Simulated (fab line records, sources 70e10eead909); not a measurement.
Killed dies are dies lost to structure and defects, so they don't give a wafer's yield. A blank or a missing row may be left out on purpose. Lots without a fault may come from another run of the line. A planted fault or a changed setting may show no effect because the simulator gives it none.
Which tool did it? | flow nand_harc | 11 lots, 33 wafers sampled, at 7 steps of a route of 1159

WHAT THE GAUGES READ, wafer by wafer
NHARC_A_CHANNEL_HOLE_D1_INSPECT_12.
lot  | measured     | on                | raw_defect_count
L734 | day 8 14:38  | defect_inspect-01 | 5 6 6
L733 | day 8 16:35  | defect_inspect-01 | 5 3 6
L735 | day 8 16:45  | defect_inspect-01 | 4 4 8
L736 | day 9 10:53  | defect_inspect-01 | 1 0 9
L740 | day 10 04:20 | defect_inspect-01 | 8 19 8
L746 | day 12 03:50 | defect_inspect-02 | 349 326 323
L749 | day 12 13:59 | defect_inspect-02 | 350 319 322
L752 | day 13 02:50 | defect_inspect-02 | 5 2 3
L753 | day 13 19:54 | defect_inspect-01 | 9 5 4
L754 | day 13 19:55 | defect_inspect-01 | 2 2 3
L755 | day 13 21:07 | defect_inspect-01 | 3 0 3

NHARC_A_CHANNEL_HOLE_D1_INSPECT_40.
lot  | measured     | on                | raw_defect_count
L734 | day 8 21:35  | defect_inspect-01 | 61 39 39
L733 | day 8 23:40  | defect_inspect-02 | 44 64 45
L735 | day 9 01:44  | defect_inspect-02 | 20 43 36
L736 | day 9 20:25  | defect_inspect-01 | 45 59 47
L740 | day 10 11:32 | defect_inspect-01 | 68 60 70
L746 | day 12 11:00 | defect_inspect-02 | 437 391 386
L749 | day 12 21:06 | defect_inspect-02 | 445 383 402
L752 | day 13 10:08 | defect_inspect-02 | 58 39 56
L753 | day 14 07:03 | defect_inspect-01 | 68 65 51
L754 | day 14 02:52 | defect_inspect-01 | 44 35 56
L755 | day 14 11:12 | defect_inspect-02 | 66 73 63

NHARC_END_SORT_01.
lot  | measured     | on        | killed_at_array | killed_at_other | killed_at_periphery | killed_dies | killed_open | killed_short
L746 | day 23 07:49 | prober-02 | 97 90 97        | 1 0 0           | 1 1 6               | 99 91 103   | 5 2 4       | 2 2 4
L749 | day 24 05:56 | prober-01 | 91 92 88        | 1 0 0           | 3 4 2               | 95 96 90    | 1 4 6       | 5 2 0

WHICH TOOL RAN EACH LOT (tool, then ch and the chambers of the sampled wafers, then the start)
lot  | NHARC_A_CHANNEL_HOLE_D1_DEP_00 | NHARC_A_CHANNEL_HOLE_D1_DESCUM_15  | NHARC_A_CHANNEL_HOLE_D1_ETCH_34               | NHARC_A_CHANNEL_HOLE_D1_ETCH_16
L734 | acl_dep-01 ch 0, day 8 11:48   | rie_diel-05 ch 0,2,3, day 8 14:42  | rie_diel-05 ch 0,2,3, day 8 21:35 or earlier  | rie_diel-05 ch 0,2,3, day 8 21:35 or earlier
L733 | acl_dep-03 ch 0, day 8 14:08   | rie_diel-08 ch 2,3, day 8 16:38    | rie_diel-08 ch 2,3, day 8 23:40 or earlier    | rie_diel-08 ch 0,2,3, day 8 23:40 or earlier
L735 | acl_dep-01 ch 0, day 8 14:13   | rie_diel-05 ch 1,3, day 8 16:49    | rie_diel-05 ch 1,2,3, day 9 01:44 or earlier  | rie_diel-05 ch 0,2, day 9 01:44 or earlier
L736 | acl_dep-02 ch 0, day 9 08:34   | rie_diel-09 ch 0,1,3, day 9 10:59  | rie_diel-09 ch 0,1,3, day 9 20:25 or earlier  | rie_diel-09 ch 0,3, day 9 20:25 or earlier
L740 | acl_dep-03 ch 0, day 10 01:41  | rie_diel-09 ch 1,2,3, day 10 04:25 | rie_diel-09 ch 2,3, day 10 11:32 or earlier   | rie_diel-09 ch 2,3, day 10 11:32 or earlier
L746 | acl_dep-01 ch 0, day 12 01:41  | rie_diel-09 ch 2,3, day 12 03:55   | rie_diel-09 ch 2,3, day 12 11:00 or earlier   | rie_diel-09 ch 2,3, day 12 11:00 or earlier
L749 | acl_dep-01 ch 0, day 12 11:05  | rie_diel-08 ch 0,1,3, day 12 14:02 | rie_diel-08 ch 0,1,3, day 12 21:06 or earlier | rie_diel-08 ch 0,1,2, day 12 21:06 or earlier
L752 | acl_dep-03 ch 0, day 13 00:22  | rie_diel-09 ch 1,3, day 13 02:54   | rie_diel-09 ch 1,2, day 13 10:08 or earlier   | rie_diel-09 ch 1,2,3, day 13 10:08 or earlier
L753 | acl_dep-02 ch 0, day 13 12:04  | rie_diel-09 ch 1,3, day 13 19:58   | rie_diel-09 ch 1,3, day 14 07:03 or earlier   | rie_diel-09 ch 2,3, day 14 07:03 or earlier
L754 | acl_dep-02 ch 0, day 13 13:20  | rie_diel-05 ch 0,1,2, day 13 20:00 | rie_diel-05 ch 2,3, day 14 02:52 or earlier   | rie_diel-05 ch 1,2, day 14 02:52 or earlier
L755 | acl_dep-02 ch 0, day 13 18:20  | rie_diel-05 ch 0,1,3, day 13 21:11 | rie_diel-05 ch 0,1,2, day 14 11:12 or earlier | rie_diel-05 ch 1,2,3, day 14 11:12 or earlier
- NHARC_A_CHANNEL_HOLE_D1_DEP_00: deposits aC, target thk 3100 nm.
- NHARC_A_CHANNEL_HOLE_D1_DESCUM_15: chemistry O2, time 3 s.
- NHARC_A_CHANNEL_HOLE_D1_ETCH_34: etches the open film in CF4/CHF3, target depth 154 nm, time 77 s.
- NHARC_A_CHANNEL_HOLE_D1_ETCH_16: etches the open film in O2/COS, target depth 3100 nm, time 806 s.

WHAT THE TOOLS THEMSELVES READ (means of the sampled wafers that have a number; where no wafer has one, the mark that the record gives instead)
NHARC_A_CHANNEL_HOLE_D1_DEP_00.
lot  | tool       | throttle_valve_pct (%)
L734 | acl_dep-01 | 34.998
L733 | acl_dep-03 | 35.001
L735 | acl_dep-01 | 35.001
L736 | acl_dep-02 | 34.997
L740 | acl_dep-03 | 34.997
L746 | acl_dep-01 | 34.995
L749 | acl_dep-01 | 35.007
L752 | acl_dep-03 | 34.998
L753 | acl_dep-02 | 35.004
L754 | acl_dep-02 | 34.991
L755 | acl_dep-02 | 35.003

NHARC_A_CHANNEL_HOLE_D1_DESCUM_15.
lot  | tool        | drypump_motor_current_A (A) | oes_product_au (a.u.) | rf_vpp_V (V) | showerhead_plenum_p_Torr (Torr) | throttle_valve_pct (%)
L734 | rie_diel-05 | 5.4                         | 1.000                 | 58.1         | 1.95                            | 11.309
L733 | rie_diel-08 | 5.4                         | 1.000                 | 57.0         | 1.89                            | 11.310
L735 | rie_diel-05 | 6.0                         | 0.996                 | 58.1         | 1.97                            | 11.307
L736 | rie_diel-09 | 5.4                         | 1.006                 | 57.8         | 1.97                            | 11.310
L740 | rie_diel-09 | 5.4                         | 1.002                 | 58.4         | 1.98                            | 11.312
L746 | rie_diel-09 | 5.6                         | 1.007                 | 58.3         | 1.92                            | 11.300
L749 | rie_diel-08 | 5.7                         | 0.994                 | 58.0         | 1.84                            | 11.308
L752 | rie_diel-09 | 5.3                         | 0.990                 | 58.1         | 2.03                            | 11.311
L753 | rie_diel-09 | 5.3                         | 0.990                 | 57.6         | 2.04                            | 11.312
L754 | rie_diel-05 | 5.8                         | 0.993                 | 57.9         | 1.94                            | 11.309
L755 | rie_diel-05 | 5.9                         | 0.996                 | 58.7         | 1.98                            | 11.308

NHARC_A_CHANNEL_HOLE_D1_ETCH_34.
lot  | tool        | drypump_motor_current_A (A) | oes_product_au (a.u.) | rf_vpp_V (V) | showerhead_plenum_p_Torr (Torr) | throttle_valve_pct (%)
L734 | rie_diel-05 | 5.4                         | 0.971                 | 371.3        | 1.60                            | 16.801
L733 | rie_diel-08 | 5.5                         | 0.944                 | 369.4        | 1.54                            | 16.793
L735 | rie_diel-05 | 5.5                         | 0.972                 | 371.9        | 1.60                            | 16.800
L736 | rie_diel-09 | 5.4                         | 0.967                 | 372.7        | 1.62                            | 16.806
L740 | rie_diel-09 | 5.6                         | 0.934                 | 370.5        | 1.58                            | 16.795
L746 | rie_diel-09 | 5.6                         | 0.964                 | 370.5        | 1.58                            | 16.806
L749 | rie_diel-08 | 5.7                         | 0.924                 | 368.5        | 1.52                            | 16.808
L752 | rie_diel-09 | 5.5                         | 0.974                 | 370.7        | 1.59                            | 16.797
L753 | rie_diel-09 | 5.3                         | 0.954                 | 374.0        | 1.67                            | 16.813
L754 | rie_diel-05 | 5.1                         | 0.924                 | 372.3        | 1.61                            | 16.800
L755 | rie_diel-05 | 5.8                         | 0.925                 | 371.1        | 1.59                            | 16.807

NHARC_A_CHANNEL_HOLE_D1_ETCH_16.
lot  | tool        | drypump_motor_current_A (A) | oes_product_au (a.u.) | rf_vpp_V (V) | showerhead_plenum_p_Torr (Torr) | throttle_valve_pct (%)
L734 | rie_diel-05 | 5.4                         | 1.007                 | 315.4        | 3.19                            | 28.335
L733 | rie_diel-08 | 5.5                         | 1.007                 | 313.9        | 3.04                            | 28.333
L735 | rie_diel-05 | 5.3                         | 0.999                 | 314.3        | 3.12                            | 28.324
L736 | rie_diel-09 | 5.5                         | 1.003                 | 315.0        | 3.18                            | 28.332
L740 | rie_diel-09 | 5.6                         | 1.004                 | 313.8        | 3.12                            | 28.336
L746 | rie_diel-09 | 5.6                         | 1.006                 | 314.0        | 3.12                            | 28.339
L749 | rie_diel-08 | 5.8                         | 0.998                 | 312.0        | 2.98                            | 28.329
L752 | rie_diel-09 | 5.5                         | 1.006                 | 315.4        | 3.22                            | 28.325
L753 | rie_diel-09 | 5.5                         | 1.003                 | 314.8        | 3.20                            | 28.331
L754 | rie_diel-05 | 5.5                         | 0.991                 | 312.4        | 3.10                            | 28.326
L755 | rie_diel-05 | 5.5                         | 0.992                 | 314.0        | 3.16                            | 28.326

THE ANSWER, worked out from the rows above alone
Rule: what is usual is taken from the lots themselves. Put in order of their means at a reading, lots are off if they are a third of the lots or fewer, leave a main group of 4 or more, and stand apart from it by a gap of 3 or more times the standard deviation of the main group's means; of several such gaps the widest counts. A main group whose means are all the same, to the digits that the tables above print for the reading, isn't used. A lot without any number at a reading at which 4 lots or more have one is off too. The other lots that the step has rows for count as sound. The gauges are gone through in route order, then the tools' own readings, and for those a lot's mean is taken as printed above. The first step at which some lot is off is used, and at that step the reading that is off furthest; a lot without a number counts as furthest.
Off: L746, L749, at NHARC_A_CHANNEL_HOLE_D1_INSPECT_12 (raw_defect_count). The main group: mean 5, standard deviation 2.7.
A tool fits if, at a process step before that reading, it ran every lot that is off, and no sound lot after the first of them. The gauges at NHARC_A_CHANNEL_HOLE_D1_INSPECT_12 are tried like those tools. One fits: acl_dep-01 at NHARC_A_CHANNEL_HOLE_D1_DEP_00. Its last sound lot is L735 (day 8 14:13), its first lot that is off L746 (day 12 01:41): a fault that began between those two fits.

WHAT THE SIMULATOR HAD PUT IN
Chamber particle source: acl_dep-01, from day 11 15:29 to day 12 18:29, at NHARC_A_CHANNEL_HOLE_D1_DEP_00. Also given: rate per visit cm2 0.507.
Lots struck among those shown: L746, L749. The rule above found the same.
